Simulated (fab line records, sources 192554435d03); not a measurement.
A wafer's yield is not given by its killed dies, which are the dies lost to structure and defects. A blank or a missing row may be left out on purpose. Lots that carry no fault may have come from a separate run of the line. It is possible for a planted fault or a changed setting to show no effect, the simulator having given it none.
Chamber matching / flow n5 finfet / 4 sister chambers for N5_FIN_CUT_CUT_ETCH_28 on rie si-02
The step etches Si in HBr/Cl2/O2, target depth 6 nm, time 2.4 s. 14 wafers are shown with their chamber, then 7 later ones without.

## WAFERS PAIRED WITH THEIR CHAMBERS
wafer=L075.2; chamber=2; drypump motor current A (A)=6.3; throttle valve pct (%)=37.02; oes product au (a.u.)=1.004
wafer=L075.4; chamber=0; drypump motor current A (A)=5.7; throttle valve pct (%)=37.08; oes product au (a.u.)=1.022
wafer=L075.6; chamber=3; drypump motor current A (A)=5.4; throttle valve pct (%)=37.41; oes product au (a.u.)=0.993
wafer=L079.1; chamber=0; drypump motor current A (A)=5.6; throttle valve pct (%)=37.05; oes product au (a.u.)=1.028
wafer=L079.4; chamber=2; drypump motor current A (A)=6.3; throttle valve pct (%)=37.02; oes product au (a.u.)=1.007
wafer=L079.6; chamber=1; drypump motor current A (A)=5.6; throttle valve pct (%)=36.93; oes product au (a.u.)=1.014
wafer=L084.1; chamber=2; drypump motor current A (A)=6.3; throttle valve pct (%)=37.01; oes product au (a.u.)=1.001
wafer=L084.4; chamber=3; drypump motor current A (A)=5.4; throttle valve pct (%)=37.40; oes product au (a.u.)=0.995
wafer=L084.6; chamber=3; drypump motor current A (A)=5.4; throttle valve pct (%)=37.41; oes product au (a.u.)=0.993
wafer=L086.1; chamber=1; drypump motor current A (A)=5.6; throttle valve pct (%)=36.93; oes product au (a.u.)=0.999
wafer=L086.5; chamber=1; drypump motor current A (A)=5.6; throttle valve pct (%)=36.92; oes product au (a.u.)=1.014
wafer=L086.6; chamber=2; drypump motor current A (A)=6.3; throttle valve pct (%)=37.02; oes product au (a.u.)=1.006
wafer=L087.1; chamber=0; drypump motor current A (A)=5.7; throttle valve pct (%)=37.06; oes product au (a.u.)=1.021
wafer=L087.2; chamber=1; drypump motor current A (A)=5.6; throttle valve pct (%)=36.93; oes product au (a.u.)=1.006

SIGNATURES (means of the wafers above)
reading=drypump motor current A; chamber 0=5.667; chamber 1=5.600; chamber 2=6.300; chamber 3=5.400; scatter within a chamber=0.0258
reading=throttle valve pct; chamber 0=37.0633; chamber 1=36.9275; chamber 2=37.0175; chamber 3=37.4067; scatter within a chamber=0.00827
reading=oes product au; chamber 0=1.02367; chamber 1=1.00825; chamber 2=1.00450; chamber 3=0.99367; scatter within a chamber=0.00457
Rule: distance of a wafer from a chamber = root of the sum over the readings of ((wafer's reading minus chamber's mean) / reading's scatter) squared. If the next closest chamber is less than 2 further off than the closest, the wafer can't be placed; otherwise it belongs to the closest. The scatter: the root of (the sum of the squares of (reading less its chamber's mean) over the shown wafers, divided by (wafers less chambers)).

## WAFERS WITH NO CHAMBER GIVEN
wafer=L087.5; drypump motor current A (A)=5.3; throttle valve pct (%)=37.39; oes product au (a.u.)=0.999
wafer=L091.1; drypump motor current A (A)=5.7; throttle valve pct (%)=37.07; oes product au (a.u.)=1.025
wafer=L091.2; drypump motor current A (A)=5.6; throttle valve pct (%)=36.92; oes product au (a.u.)=1.009
wafer=L091.6; drypump motor current A (A)=5.6; throttle valve pct (%)=36.94; oes product au (a.u.)=1.006
wafer=L097.2; drypump motor current A (A)=5.6; throttle valve pct (%)=36.92; oes product au (a.u.)=1.005
wafer=L097.3; drypump motor current A (A)=5.6; throttle valve pct (%)=37.07; oes product au (a.u.)=1.025
wafer=L097.6; drypump motor current A (A)=5.6; throttle valve pct (%)=36.91; oes product au (a.u.)=1.004

## THE CHAMBER EACH PASSED THROUGH
wafer=L087.5; from the rows above=3; in truth=3
wafer=L091.1; from the rows above=0; in truth=0
wafer=L091.2; from the rows above=1; in truth=1
wafer=L091.6; from the rows above=1; in truth=1
wafer=L097.2; from the rows above=1; in truth=1
wafer=L097.3; from the rows above=0; in truth=0
wafer=L097.6; from the rows above=1; in truth=1
Correctly placed: 7 of 7. Can't be placed from these rows: 0. Placed wrongly: 0.
